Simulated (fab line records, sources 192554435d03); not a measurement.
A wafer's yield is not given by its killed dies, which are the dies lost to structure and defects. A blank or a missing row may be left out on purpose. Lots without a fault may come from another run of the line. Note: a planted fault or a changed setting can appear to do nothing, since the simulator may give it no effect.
One fault seen from 2 desks :: flow n5_finfet :: only its own numbers are on each desk; what lay behind them is given at the end

THE METROLOGY DESK
Lot by lot, what the gauges showed, no matter which tool ran the lot: averages of those sampled wafers that carry a number. A lot is out of limits, marked OUT, if its mean lies more than 4 standard deviations from the usual mean; the brackets give that distance. 7 of its 11 readings are shown, namely those furthest out on some lot.
Columns: A = DIBL_N at N5_BEOL_M4_RC_MEAS_101, usual 36.1 mV/V; B = DIBL_P at N5_BEOL_M4_RC_MEAS_101, usual 36 mV/V; C = IOFF_N at N5_BEOL_M4_RC_MEAS_101, usual 0.16 nA/um; D = IOFF_P at N5_BEOL_M4_RC_MEAS_101, usual 0.21 nA/um; E = SS_P at N5_BEOL_M4_RC_MEAS_101, usual 73.2 mV/dec; F = VT_N at N5_BEOL_M4_RC_MEAS_101, usual 249 mV; G = VT_P at N5_BEOL_M4_RC_MEAS_101, usual -250 mV
lot: L755
first seen here: day 1 20:21
A: 37.4
B: 37
C: 0.17
D: 0.25
E: 73.4
F: 249
G: -247

lot: L756
first seen here: day 2 03:10
A: 33.9
B: 36
C: 0.12
D: 0.21
E: 72.8
F: 252
G: -247

lot: L758
first seen here: day 2 15:04
A: 38.0
B: 40
C: 0.20
D: 0.27
E: 73.9
F: 246
G: -246

lot: L762
first seen here: day 3 16:04
A: 39.0
B: 40
C: 0.22
D: 0.26
E: 74.5
F: 247
G: -249

lot: L766
first seen here: day 4 15:11
A: 36.2
B: 35
C: 0.14
D: 0.22
E: 72.8
F: 252
G: -249

lot: L767
first seen here: day 4 21:56
A: 34.8
B: 34
C: 0.12
D: 0.17
E: 72.4
F: 254
G: -254

lot: L769
first seen here: day 5 08:33
A: 38.5
B: 36
C: 0.19
D: 0.23
E: 73.6
F: 245
G: -246

lot: L773
first seen here: day 6 09:43
A: 36.4
B: 36
C: 0.18
D: 0.24
E: 72.8
F: 246
G: -247

lot: L774
first seen here: day 6 15:22
A: 35.7
B: 37
C: 0.16
D: 0.22
E: 73.5
F: 250
G: -250

lot: L776
first seen here: day 7 03:29
A: 40.1
B: 43
C: 0.28
D: 0.35
E: 75.1
F: 241
G: -241
Result from this desk: across the 10 lots, nothing is out of limits.

AT THE TOOL OWNER'S DESK: litho_track-04
The tool's own readings at N5_WELL_APT_COAT_02 (resist thk 950 nm): means of the sampled wafers that have a number, for each lot that ran on this tool. A lot is out of limits, marked OUT, if its mean lies more than 4 standard deviations from the usual mean; the brackets give that distance.
Columns: A = spin_speed_rpm at N5_WELL_APT_COAT_02, usual 1357.1 rpm
lot: L756
first seen here: day 1 19:20
A: 1356.8

lot: L766
first seen here: day 4 07:17
A: 1356.0

lot: L769
first seen here: day 5 01:17
A: 1357.3

lot: L774
first seen here: day 6 07:54
A: 1484.8 (+99 or more) OUT

lot: L776
first seen here: day 6 19:25
A: 1485.1 (+99 or more) OUT
This desk's verdict: out of limits on L774, L776, starting with L774 at day 6 07:54 (spin_speed_rpm at N5_WELL_APT_COAT_02). In limits: L756, L766, L769.

PUT TOGETHER
The tool owner's desk could have raised an alarm at day 6 07:54, on L774, L776.
From the metrology desk's view, nothing was out of limits.
The metrology desk holds a record of L774, L776, inside its limits.
N5_WELL_APT_COAT_02 was run on litho_track-04 by each of the lots named.

WHAT THE SIMULATOR HAD PUT IN
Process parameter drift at N5_WELL_APT_COAT_02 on litho_track-04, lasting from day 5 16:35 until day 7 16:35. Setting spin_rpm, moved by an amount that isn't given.
Lots struck among those shown: L774, L776.
How many hours passed from the start of the fault until each desk's first out-of-limits reading: the tool owner's desk, 15.
